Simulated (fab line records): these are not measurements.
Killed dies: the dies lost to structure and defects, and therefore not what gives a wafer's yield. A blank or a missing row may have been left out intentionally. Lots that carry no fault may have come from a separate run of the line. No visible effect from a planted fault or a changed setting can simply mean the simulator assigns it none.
fab line records -- flow n5_finfet
record: lots: 4, wafers: 12, last_day: 18
route steps=1938 shown GATE_CUT@490 MOL_CONTACT_COAG@517 BEOL_M4@1111 PASSIVATION@1936
lots untouched by any fault: they come from a run of this same line in which no faults occurred
start_h: start of the lot's first displayed wafer, in hours after the record's first day -- wait_h: time in hours since the lot's previous step -- " identical to the entry in the row above -- L1.1+2: a single row standing in for several wafers -- - no value present, or no start provided -- * or withheld: withheld -- < > ~ a bound
route shown NAME@n: a module of which the file shows steps, and the number in the route of the first -- usual: mean and standard deviation over wafers with no fault -- same: alike in all rows -- chamber/n: place in a boat -- sites: each site's reading -- _std_site: their standard deviation -- _edge_site: inner sites' mean taken away from outer sites' mean -- radius_mm: for every site, how far away it sits from the centre of the wafer -- mask NAME#n: copy n -- behind: tool/chamber where the wafer was last shaped -- hold: the reason the lot was held/the length of the hold in hours/how it ended -- device: the n, p or np transistor that did not switch -- end of line: the same wafers' tests at the end of the route -- a step without rows: its recipe alone -- killed: dies lost to structure and defects at the first sort, not the wafer's yield -- map: per-die view of a wafer (x killed, . not killed, _ where there is no die)
set.NAME: the setting as run; set.NAME@STEP: as run at that earlier step -- model.NAME: the simulator's own value behind a step, which no gauge read
certain route steps with their lots: each step a table, each wafer a row
services: the hour from which a tool's chamber was out of use, counted from the record's first day as start_h (under 0 if before that day), plus the number of hours and why
== steps ==
step: N5_GATE_CUT_DESCUM_18
recipe: chemistry: O2, time_s: 7, source_power_w: 50, bias_power_w: 20, pressure_mtorr: 20, rf_frequency_hz: 2.712e+07, temp_c: 40, resist: CAR-EUV, o2_flow_sccm: 225
step: N5_GATE_CUT_ETCH_28
recipe: chemistry: N2/H2, target: underlayer, target_depth_a: 130, mask_material: CAR-EUV, time_s: 10.4, ion_energy_ev: 200, pressure_mtorr: 30, source_w: 840, bias_w: 150, n2_flow_sccm: 200, h2_flow_sccm: 200, ends: cleared
step: N5_GATE_CUT_ETCH_36
recipe: chemistry: CF4, target: SiARC, target_depth_a: 130, mask_material: CAR-EUV, time_s: 21.7, ion_energy_ev: 80, pressure_mtorr: 40, source_w: 545, bias_w: 36, Ar_flow_sccm: 100, cf4_flow_sccm: 100, ends: cleared
step: N5_GATE_CUT_ETCH_37
recipe: chemistry: N2/H2, target: SOC, target_depth_a: 600, overetch_a: 120, mask_material: SiARC, temp_c: 40, time_s: 90, ion_energy_ev: 200, pressure_mtorr: 30, source_w: 840, bias_w: 150, n2_flow_sccm: 200, h2_flow_sccm: 200
step: N5_GATE_CUT_STRIP_38
recipe: chemistry: N2/H2, temp_c: 40, n2_flow_sccm: 200, h2_flow_sccm: 200, rf_frequency_hz: 6e+07
step: N5_GATE_CUT_STRIP_39
recipe: chemistry: N2/H2, temp_c: 40, n2_flow_sccm: 200, h2_flow_sccm: 200, rf_frequency_hz: 6e+07
step: N5_GATE_CUT_HM_OPEN_40
recipe: chemistry: C4F6/O2, target: SiO2, mask_material: SiARC, target_depth_a: 1390, time_s: 85.1, ion_energy_ev: 250, pressure_mtorr: 30, source_w: 345, bias_w: 185, Ar_flow_sccm: 300, C4F6_flow_sccm: 10, O2_flow_sccm: 10, ends: cleared
step: N5_GATE_CUT_STRIP_41
recipe: chemistry: CF4, resist: SiARC, power_w: 300, bias_power_w: 75, pressure_mtorr: 50, cf4_flow_sccm: 150, rf_frequency_hz: 6e+07
step: N5_GATE_CUT_STRIP_42
recipe: chemistry: O2, power_w: 400, temp_c: 40, pressure_mtorr: 30, rf_frequency_hz: 6e+07, bias_power_w: 0, overash_fraction: 0.3, o2_flow_sccm: 225
step: N5_GATE_CUT_ETCH_19
recipe: chemistry: CH3F/O2, target: SiNx, mask_material: SiO2, target_depth_a: 537, time_s: 76.7, pressure_mtorr: 30, source_w: 395, bias_w: 73, Ar_flow_sccm: 150, CH3F_flow_sccm: 30, O2_flow_sccm: 20, ion_energy_ev: 120, ends: cleared
step: N5_GATE_CUT_CUT_ETCH_53
recipe: chemistry: SF6/Cl2, target: W, mask_material: SiO2, target_depth_a: 792, pressure_mtorr: 8, icp_w: 900, bias_w: 80, SF6_flow_sccm: 40, Cl2_flow_sccm: 60, ends: cleared
usual: chamber_pressure_mTorr: 8.001/0.0075, drypump_motor_current_A: 5.4/0.36, etch_rf_on_time_s: 26.3/0.5, oes_product_au: 0.70/0.091, throttle_valve_pct: 29.1/0.34
lot.wafer,tool,chamber,start_h,wait_h,chamber_pressure_mTorr,drypump_motor_current_A,etch_rf_on_time_s,oes_product_au,rf_hours_counter_h,throttle_valve_pct
L711.3,rie_metal-02,1,90.67,0.1,7.999,5.1,25.6,0.59,-,29.3
L711.4,rie_metal-02,0,90.67,0.1,7.990,5.2,25.0,0.92,-,28.5
L711.6,rie_metal-02,1,90.67,0.1,8.003,5.1,25.7,0.59,-,29.3
L730.1,rie_metal-02,0,224.50,0.1,8.004,5.2,25.6,0.82,12,28.5
L730.4,rie_metal-02,1,224.50,0.1,8.007,5.2,26.3,0.56,-,29.3
L730.5,rie_metal-02,1,224.50,0.1,7.984,5.2,34.3,0.49,-,29.2
L731.1,rie_metal-01,0,227.17,0.1,7.997,5.1,26.7,0.72,36,29.0
L731.5,rie_metal-01,0,227.17,0.1,8.013,5.1,26.7,0.72,-,29.0
L731.6,rie_metal-01,1,227.17,0.1,8.012,6.0,26.4,0.61,-,29.6
L728.1,rie_metal-02,0,227.40,0.1,7.995,5.2,25.5,0.82,12,28.5
L728.2,rie_metal-02,0,227.40,0.1,8.002,5.2,34.3,0.70,-,28.4
L728.3,rie_metal-02,0,227.40,0.1,8.002,5.2,34.3,0.69,-,28.5
step: N5_GATE_CUT_CUT_ETCH_54
recipe: chemistry: Cl2/BCl3, target: TiN, mask_material: SiO2, target_depth_a: 967, pressure_mtorr: 10, icp_w: 1000, bias_w: 126, Cl2_flow_sccm: 53.25, bcl3_flow_sccm: 21.75, Ar_flow_sccm: 25, ends: cleared
step: N5_GATE_CUT_CUT_ETCH_55
recipe: chemistry: BCl3, target: HfO2, mask_material: SiO2, target_depth_a: 32, ion_energy_ev: 30, pressure_mtorr: 5, icp_w: 450, bias_w: 18, bcl3_flow_sccm: 80
step: N5_GATE_CUT_ETCH_47
recipe: chemistry: Cl2/BCl3, target: SiO2, target_depth_a: 100, pressure_mtorr: 10, icp_w: 1000, bias_w: 126, Cl2_flow_sccm: 53.25, bcl3_flow_sccm: 21.75, Ar_flow_sccm: 25
usual: chamber_pressure_mTorr: 10.001/0.0081, drypump_motor_current_A: 5.4/0.35, oes_product_au: 0.78/0.098, throttle_valve_pct: 22.96/0.27
lot.wafer,tool,chamber,start_h,wait_h,chamber_pressure_mTorr,drypump_motor_current_A,oes_product_au,rf_hours_counter_h,throttle_valve_pct,model.GATE_CUT.cd_nm
L711.3,rie_metal-02,1,90.81,0.0,10.000,5.2,0.65,-,23.05,20
L711.4,rie_metal-02,0,90.81,0.0,10.006,5.2,0.99,-,22.56,19.6
L711.6,rie_metal-02,1,90.81,0.0,10.007,5.1,0.65,-,23.05,19.8
L730.1,rie_metal-02,1,224.65,0.0,9.996,5.2,0.62,119,23.08,19.8
L730.4,rie_metal-02,0,224.65,0.0,10.007,5.2,0.90,-,22.58,19.6
L730.5,rie_metal-02,0,224.65,0.0,10.010,5.2,0.90,-,22.57,19.2
L731.1,rie_metal-01,0,227.32,0.0,10.006,5.1,0.79,36,22.84,19.8
L731.5,rie_metal-01,0,227.32,0.0,9.994,5.2,0.80,-,22.85,20.2
L731.6,rie_metal-01,1,227.32,0.0,10.001,6.0,0.68,-,23.40,20
L728.1,rie_metal-02,0,227.70,0.1,9.990,5.2,0.90,12,22.58,19.8
L728.2,rie_metal-02,0,227.70,0.1,10.012,5.2,0.89,-,22.57,19.4
L728.3,rie_metal-02,0,227.70,0.1,9.998,5.2,0.90,-,22.57,19.6
step: N5_GATE_CUT_VAPOR_ETCH_48
recipe: chemistry: BCl3/Cl2, target: TiN, mode: isotropic
step: N5_GATE_CUT_VAPOR_ETCH_49
recipe: chemistry: BCl3/Cl2, target: TiAlC, mode: isotropic
step: N5_GATE_CUT_VAPOR_ETCH_51
recipe: chemistry: BCl3/Cl2, target: HfO2, mode: isotropic
step: N5_GATE_CUT_STRIP_21
recipe: chemistry: N2/H2, time_s: 30, power_w: 1000, temp_c: 250, pressure_mtorr: withheld, n2_flow_sccm: 1750, h2_flow_sccm: 3250
step: N5_GATE_CUT_STRIP_29
recipe: chemistry: post_etch_residue_remover, time_s: 60, temp_c: 25, remover_ph: withheld, remover_water_wt_pct: withheld, remover_fluoride_wt_pct: withheld
step: N5_GATE_CUT_SRD_52
recipe: dry: ipa_marangoni, time_s: 30, temp_c: 23, rinse_liquid: diw
step: N5_GATE_CUT_ALD_22
recipe: material: SiNx, target_thk_a: 160, temp_c: 400, ald_precursor_family: SiH2I2, ald_co_reactant: N2/H2-plasma, pulse_time_s: 1, ald_cycles: 320, purge_time_s: 2, co_reactant_purge_time_s: 2, pressure_torr: 2
step: N5_GATE_CUT_CMP_23
recipe: stop_on: SiO2, t_overpolish_s: 23.4, post_cmp_clean: alkaline_brush, down_force_psi: 2.5, platen_rpm: 51.8, pad_velocity_m_s: 1.0307, target_thk_nm: 16
step: N5_GATE_CUT_CMP_43
recipe: material: SiO2, post_cmp_clean: rinse_only
step: N5_GATE_CUT_CMP_61
recipe: stop_on: SiNx, t_overpolish_s: 3, post_cmp_clean: alkaline_brush, down_force_psi: 4, platen_rpm: 27.09, pad_velocity_m_s: 0.539
step: N5_MOL_CONTACT_COAG_COAT_103
recipe: resist: SOC, temp_c: 250, time_s: 60, spin_rpm: 1500, resist_thk_nm: 80
step: N5_MOL_CONTACT_COAG_COAT_104
recipe: resist: SiARC, temp_c: 220, time_s: 60, spin_rpm: 1500, resist_thk_nm: 12
step: N5_MOL_CONTACT_COAG_COAT_58
recipe: resist: underlayer, temp_c: 205, time_s: 60, spin_rpm: 1500, resist_thk_nm: 10
step: N5_MOL_CONTACT_COAG_COAT_02
recipe: resist: CAR-EUV, spin_rpm: 1500, resist_thk_nm: 30
step: N5_MOL_CONTACT_COAG_EBR_04
recipe: solvent: PGMEA, ebr_width_mm: 1.5
step: N5_MOL_CONTACT_COAG_SOFTBAKE_03
recipe: temp_c: 110, time_s: 60, resist: CAR-EUV
step: N5_MOL_CONTACT_COAG_EXPOSE_05
recipe: mask_id: CA, na: 0.33, source_shape: annular, sigma_inner: 0.4, sigma_outer: 0.8, polarization: unpolarized, defocus_nm: 0, dose_mj: 38.25
step: N5_MOL_CONTACT_COAG_PEB_06
recipe: peb_temp_c: 100, peb_time_s: 60, resist: CAR-EUV
step: N5_MOL_CONTACT_COAG_DEVELOP_07
recipe: develop_time_s: 30, developer: TMAH, resist: CAR-EUV, rinse_liquid: surfactant_rinse, dry: air_spin, dev_temp_c: 23
step: N5_MOL_CONTACT_COAG_DESCUM_13
recipe: chemistry: O2, time_s: 7, source_power_w: 50, bias_power_w: 20, pressure_mtorr: 20, rf_frequency_hz: 2.712e+07, temp_c: 40, resist: CAR-EUV, o2_flow_sccm: 225
step: N5_BEOL_M4_RC_MEAS_101
usual: DIBL_N: 37.2/2.1, DIBL_P: 37.3/2.3, IOFF_N: 0.18/0.041, IOFF_P: 0.24/0.042, ION_N: 680/13, ION_P: 466/7.7, SS_N: 71.8/0.68, SS_P: 73.5/0.66, VT_N: 249/3.6, VT_P: -248/3.4
lot.wafer,tool,chamber,start_h,wait_h,DIBL_N[mV/V],DIBL_P[mV/V],IOFF_N[nA/um],IOFF_P[nA/um],ION_N[uA/um],ION_P[uA/um],SS_N[mV/dec],SS_P[mV/dec],VT_N[mV],VT_P[mV]
L711.3,prober-01,0,185.33,0.3,35.0,35.9,0.15,0.21,671,455,71.6,73.2,253,-254
L711.4,prober-01,0,185.33,0.3,38.3,39.4,0.24,0.28,704,472,71.5,74.0,244,-244
L711.6,prober-01,0,185.33,0.3,35.0,35.1,0.15,0.20,674,462,71.5,73.7,250,-251
L730.1,prober-02,0,312.96,0.0,36.9,35.6,0.15,0.21,683,469,71.1,73.1,251,-250
L730.4,prober-02,0,312.96,0.0,37.4,36.3,0.16,0.21,673,471,71.7,73.4,251,-248
L730.5,prober-02,0,312.96,0.0,40.1,38.5,0.21,0.25,682,470,72.7,74.0,247,-247
L728.1,prober-01,0,316.30,0.0,37.4,39.8,0.20,0.28,684,477,72.2,74.0,248,-246
L728.2,prober-01,0,316.30,0.0,37.5,39.5,0.21,0.27,694,473,72.8,73.7,247,-245
L728.3,prober-01,0,316.30,0.0,37.1,39.2,0.20,0.28,698,483,72.2,73.8,244,-245
L731.1,prober-02,0,333.14,0.0,36.8,36.7,0.17,0.21,680,462,72.4,73.4,250,-252
L731.5,prober-02,0,333.14,0.0,35.1,36.1,0.15,0.20,685,466,71.2,74.2,249,-252
L731.6,prober-02,0,333.14,0.0,37.7,37.5,0.19,0.22,685,460,72.2,73.7,248,-251
step: N5_PASSIVATION_PROBE_49
usual: defect_limited_yield: 91.0/1.6, killed_at_M0_to_M3: 35/11, killed_at_M4_up: 14/5.3, killed_at_contacts: 13/6.7, killed_at_front_end: 41/12, killed_at_other: 3.9/2.7, killed_dies: 106/19, killed_on_rim: 14/4, killed_open: 70/14, killed_short: 35/8.8, sort_bin_5_function: 5.3/1, sort_bin_6_memory: 3.3/0.81, sort_n_pass: 1073/19, sort_yield_pct: 91.0/1.6
same: gross_dies: 1180, killed_at_back_side: 0, sort_bin_4_leakage[%]: 0, sort_bin_8_speed[%]: 0
lot.wafer,tool,chamber,start_h,wait_h,defect_limited_yield[%],killed_at_M0_to_M3,killed_at_M4_up,killed_at_contacts,killed_at_front_end,killed_at_other,killed_dies,killed_on_rim,killed_open,killed_short,sort_bin_5_function[%],sort_bin_6_memory[%],sort_n_pass,sort_yield_pct[%]
L711.3,prober-02,-,303.33,0.1,93.6,39,4,10,22,1,76,7,47,28,3.9,2.1,1104,93.6
L711.4,prober-02,-,303.38,0.2,92.7,22,7,7,49,1,86,11,43,36,3.7,2.9,1094,92.7
L711.6,prober-02,-,303.48,0.3,92.4,30,9,16,35,0,90,17,53,36,4.7,2.8,1090,92.4
L730.1,prober-01,-,413.30,0.0,89.9,32,16,17,46,8,119,18,79,37,6.4,3.1,1061,89.9
L730.4,prober-01,-,413.45,0.2,91.2,37,21,9,28,9,104,12,74,29,5.8,2.8,1076,91.2
L730.5,prober-01,-,413.50,0.2,48.5,47,14,10,534,3,608,72,83,36,46.4,4.7,572,48.5
L728.1,prober-02,-,423.41,0.0,90.8,23,12,5,64,4,108,13,63,44,5.8,3.0,1072,90.8
L728.2,prober-02,-,423.46,0.1,77.2,28,11,12,217,1,269,47,68,38,18.6,3.6,911,77.2
L728.3,prober-02,-,423.51,0.1,78.3,20,6,7,221,2,256,23,63,20,19.0,2.5,924,78.3
L731.1,prober-01,-,442.32,0.0,91.9,26,20,17,24,9,96,13,65,28,4.7,3.0,1084,91.9
L731.5,prober-01,-,442.52,0.2,90.2,35,22,12,46,1,116,21,86,28,5.3,4.1,1064,90.2
L731.6,prober-01,-,442.57,0.3,88.9,53,20,10,47,1,131,14,91,38,6.4,4.2,1049,88.9
killed by level:class
L711.3 BEOL_M3:geometric_particle:open=8 MOL_CONTACT_COAG:geometric_particle:open=8 BEOL_M0_SAQP:geometric_particle:short=8 BEOL_M0_SAQP:geometric_particle:open=5 BEOL_M1:geometric_particle:open=5 BEOL_M2:geometric_particle:short=5 FIN_SAQP:geometric_particle:open=3 GATE_CUT:geometric_particle:open=3
L711.4 FIN_SAQP:geometric_particle:short=16 FIN_SAQP:geometric_particle:open=7 GATE_CUT:geometric_particle:short=7 BEOL_M2:geometric_particle:short=5 BEOL_M0_SAQP:geometric_particle:open=5 STARTING-WAFER:geometric_particle:open=5 HKMG_FIN:area_etch=5 MOL_CONTACT_COAG:geometric_particle:open=4
L711.6 MOL_CONTACT_COAG:geometric_particle:open=14 FIN_SAQP:geometric_particle:open=9 BEOL_M0_SAQP:geometric_particle:short=9 FIN_SAQP:geometric_particle:short=7 GATE_CUT:geometric_particle:short=6 BEOL_M2:geometric_particle:short=5 DUMMY_GATE:geometric_particle:open=5 BEOL_M2:geometric_particle:open=4
L730.1 MOL_CONTACT_COAG:geometric_particle:open=14 BEOL_M4:geometric_particle:open=10 BEOL_M1:geometric_particle:open=9 BEOL_M3:geometric_particle:open=8 FIN_SAQP:geometric_particle:open=7 BEOL_M3:geometric_particle:short=6 DUMMY_GATE:geometric_particle:open=5 GATE_CUT:geometric_particle:short=5
L730.4 BEOL_M1:geometric_particle:open=15 BEOL_M4:geometric_particle:open=13 BEOL_M2:geometric_particle:open=7 MOL_CONTACT_COAG:geometric_particle:open=6 GATE_CUT:geometric_particle:short=5 PAD_METAL:geometric_particle:open=5 FIN_SAQP:geometric_particle:open=4 GATE_CUT:geometric_particle:open=4
L730.5 GATE_CUT:area_etch=486 BEOL_M1:geometric_particle:open=15 BEOL_M3:geometric_particle:open=14 FIN_SAQP:geometric_particle:open=10 FIN_SAQP:geometric_particle:short=9 MOL_CONTACT_COAG:geometric_particle:open=9 BEOL_M1:geometric_particle:short=7 BEOL_M4:geometric_particle:open=6
L728.1 FIN_SAQP:geometric_particle:short=17 FIN_SAQP:geometric_particle:open=16 STI_FIN_REVEAL:geometric_particle:open=9 BEOL_M2:geometric_particle:open=9 GATE_CUT:geometric_particle:short=6 MOL_CONTACT_COAG:geometric_particle:open=4 BEOL_M3:geometric_particle:open=4 STI_FIN_REVEAL:geometric_particle:short=3
L728.2 GATE_CUT:area_etch=162 FIN_SAQP:geometric_particle:open=13 GATE_CUT:geometric_particle:short=12 MOL_CONTACT_COAG:geometric_particle:open=11 STI_FIN_REVEAL:geometric_particle:open=10 FIN_SAQP:geometric_particle:short=8 BEOL_M1:geometric_particle:open=7 BEOL_M2:geometric_particle:open=7
L728.3 GATE_CUT:area_etch=173 STI_FIN_REVEAL:geometric_particle:open=14 BEOL_M2:geometric_particle:open=10 FIN_SAQP:geometric_particle:open=8 FIN_SAQP:geometric_particle:short=8 BEOL_M3:geometric_particle:open=6 DUMMY_GATE:geometric_particle:open=5 GATE_CUT:geometric_particle:open=4
L731.1 MOL_CONTACT_COAG:geometric_particle:open=15 BEOL_M4:geometric_particle:open=11 BEOL_M0_SAQP:geometric_particle:open=8 FIN_SAQP:geometric_particle:short=6 BEOL_M3:geometric_particle:open=5 BEOL_M1:geometric_particle:open=4 FIN_SAQP:geometric_particle:open=3 DUMMY_GATE:geometric_particle:open=3
L731.5 BEOL_M4:geometric_particle:open=13 FIN_SAQP:geometric_particle:short=11 MOL_CONTACT_COAG:geometric_particle:open=11 STI_FIN_REVEAL:geometric_particle:open=8 BEOL_M2:geometric_particle:open=8 BEOL_M0_SAQP:geometric_particle:open=8 FIN_SAQP:geometric_particle:open=7 BEOL_M1:geometric_particle:open=7
L731.6 BEOL_M3:geometric_particle:open=15 STI_FIN_REVEAL:geometric_particle:open=13 BEOL_M1:geometric_particle:open=12 BEOL_M4:geometric_particle:open=10 BEOL_M2:geometric_particle:open=8 BEOL_M0_SAQP:geometric_particle:short=7 FIN_SAQP:geometric_particle:short=6 DUMMY_GATE:geometric_particle:open=5
map L728.2 (x killed, . not)
_________________.........x..________________
______________x.x.x........x...._____________
___________..xx....x.......x...xx..__________
__________........x....x....x..xxx.._________
________..............x......x......x._______
_______......x....x.......x.....x......______
______.x..........x...x..........x...x.x_____
_____x.....xxx.....x.................xx.x____
____.......xxxx.x..x..x.......xx.xx..x...x___
___......xx...xxx.x.x...........x.x..x.....__
___....x..x..xxxx.x.x...x........xxx.......__
__x...........xx..x..x........xxx.x........x_
__xx..............x.......x..x...x....x....x_
_xxxx......x.x......x........................
_..xx......x..x.......x.x.x...............x..
_xxxxx...xx..xx...xx..xx.x.........x..x......
_xx.x.x.x.........x....xx.........x..........
_x.x.x...x..x.........x..x.x....x...x.....xx.
_xxx..xx....xx....x...x......x.x....x......x.
_xxxxx.............x..xx.......x..x........xx
_x.xx..x...x..........x.........x.x........x.
__..xx.....x.....x....xxx......x............_
__.xxxxxx.............x.............x.....x._
___xxxx.x........................x.........__
___.x..........x.........................x.__
____.x.x..x...............................___
_____.xxx.x....................xx..x.x...____
______...xxxxxxx...x...x..........x....._____
_______.xxxxx..xx.x..x.x...............______
________.xxxxxxxxx.x.................._______
__________xxxxxxx.........x.x.x.xx.._________
___________xxxxxx.......x....x.....__________
______________..x........x..xx.._____________
_________________...x........________________
map L730.5 (x killed, . not)
_________________xx.xx...x...________________
______________xxxx...xxx.....xxx_____________
___________..xxxxxxx..x..xx...x.xxx__________
__________x..xxxxxxxxxx.....x......x_________
________....xxxxxxxx.xx.x...x...x...xx_______
_______.....xxxxxxxxxxxxx.x..x....x.xxx______
______.....xx.xxxxxx.xxxxxx....x.x..x.xx_____
_____......xxxxxxxx.xxxxx..........x.xx..____
____xxx.....xx.xxxxxxxxx.x..........xx.x..___
___xxxxx.x.x.x..x.xxxxxxx........x.........__
___xxxxxxxxx....xxxxxxxxxxx...x.........xx.__
__xxxxxxxx.x.x...xxxxxxxxxx...xx............_
__xxxxx.xxxxxxxx...xxxxxxxxxx.........x...x._
_...x.xxxxxxx.xxxxxxxxxxxxxxxxxx.x...........
_.x..x...xxx.xx..x.x.xxxxxxxxxxx.............
_.....x.xx.xx.x...xx..xxxxxxx..x....x........
_x.x........x...x....x.x.xxxx.xx.....xx..x..x
_x..xxx........x..xxx.xxxxx..x.......x.....xx
_xxxx..x.x.....xxxx..x.xx...x.....x..x..x.xxx
_xxxxxxxxx.....x...xxx..xxx...x.x..xx..xxxxxx
_..xxxxxxxxxxxxx.xxxxxxxxxxx..xxxxxx..xx.xxxx
__..xxxxxxxxxxxxxxx.xxxxxx..xx.xxxx.x...xxx._
__.xx.xxxxxx.xx.xx.xxxxxxxxxxxxxxx.x..xxxxxx_
___.....xxxx.x...x.xxxxxxxxxx.xxx....x.x.xx__
___.........xx..x..xxxxxxxx....x...x..x.x.x__
____......xxx.xx....x...xxx...x...........___
_____x...x.xxx.....x...xx..........x.....____
______x..xxxx.x.xxxxxxxxx.............x._____
_______..xxxx.xx..xxxxxxx...........x..______
________x.xxxxxx...xxxx.x..x..xxx....._______
__________xxxxxx.x.xxxxx...x........_________
___________xxxx.xxx.xxxx......xx..x__________
______________xxxx.xxxxx...x...x_____________
_________________x.xxxx.x....________________
== services ==
tool,chamber,start_h,hours,kind
rie_metal-02,-,125.79,14.6,pm
== key ==
first_sign: step: N5_GATE_CUT_CUT_ETCH_53, reading: etch_rf_on_time_s, direction: up, sigmas: 16, usual: *, struck: *
effect: step: N5_PASSIVATION_PROBE_49, reading: killed_at_front_end, direction: up, sigmas: 23, usual: 41, struck: 324
model_effect: step: N5_GATE_CUT_ETCH_47, value: GATE_CUT.cd_nm, without: 20, struck: 19.4
more_kills_born_at: N5_GATE_CUT_CUT_ETCH_53@rie_metal-02: 821
met_at N5_GATE_CUT_CUT_ETCH_53
struck_wafers L728.2,L728.3,L730.5
onset_between 90.67 224.50
fault: kind: process_parameter_drift, tool: rie_metal-02, chamber: -, onset_h: 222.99, steps: N5_GATE_CUT_CUT_ETCH_53, channel: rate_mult, offset: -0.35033, shape: step, end_h: 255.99, scope: struck_wafers_only
